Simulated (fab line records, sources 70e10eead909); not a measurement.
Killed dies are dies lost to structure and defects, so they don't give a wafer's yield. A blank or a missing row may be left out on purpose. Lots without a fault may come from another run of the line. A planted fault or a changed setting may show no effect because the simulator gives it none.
Chamber matching | flow nand_harc | NHARC_A_CONTACT_DEP_85 on pecvd-01: 3 sister chambers
The step deposits SiON, target thk 60 nm. 14 wafers are shown with their chamber, then 7 later ones without.

WAFERS WITH THEIR CHAMBER
wafer  | chamber | heater_power_w (W)
L078.1 | 1       | 748
L078.4 | 2       | 615
L078.6 | 0       | 1009
L082.1 | 1       | 787
L082.2 | 2       | 698
L082.4 | 2       | 708
L084.1 | 1       | 774
L084.3 | 2       | 621
L084.5 | 2       | 619
L087.2 | 2       | 681
L087.4 | 0       | 985
L087.5 | 0       | 1001
L089.1 | 2       | 601
L089.2 | 0       | 895

SIGNATURES (means of the wafers above)
reading        | chamber 0 | chamber 1 | chamber 2 | scatter within a chamber
heater_power_w | 972.50    | 769.67    | 649.00    | 43.8
Rule: a wafer's distance from a chamber is the root of the sum, over the readings, of the square of ((its reading less the chamber's mean) divided by the reading's scatter). The wafer belongs to the nearest chamber; if the next one is less than 2 further off, it can't be placed. The scatter: the root of (the sum of the squares of (reading less its chamber's mean) over the shown wafers, divided by (wafers less chambers)).

WAFERS WITHOUT THEIR CHAMBER
wafer  | heater_power_w (W)
L089.3 | 829
L092.1 | 696
L092.3 | 760
L092.6 | 710
L093.3 | 955
L093.5 | 975
L093.6 | 743

WHICH CHAMBER EACH WENT THROUGH
wafer  | from the rows above     | in truth
L089.3 | can't be placed: 1 or 0 | 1
L092.1 | can't be placed: 2 or 1 | 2
L092.3 | 1                       | 1
L092.6 | can't be placed: 1 or 2 | 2
L093.3 | 0                       | 0
L093.5 | 0                       | 0
L093.6 | can't be placed: 1 or 2 | 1
Placed correctly: 3 of 7. Can't be placed from these rows: 4 (the true chamber is among the candidates in 4). Placed wrongly: 0.
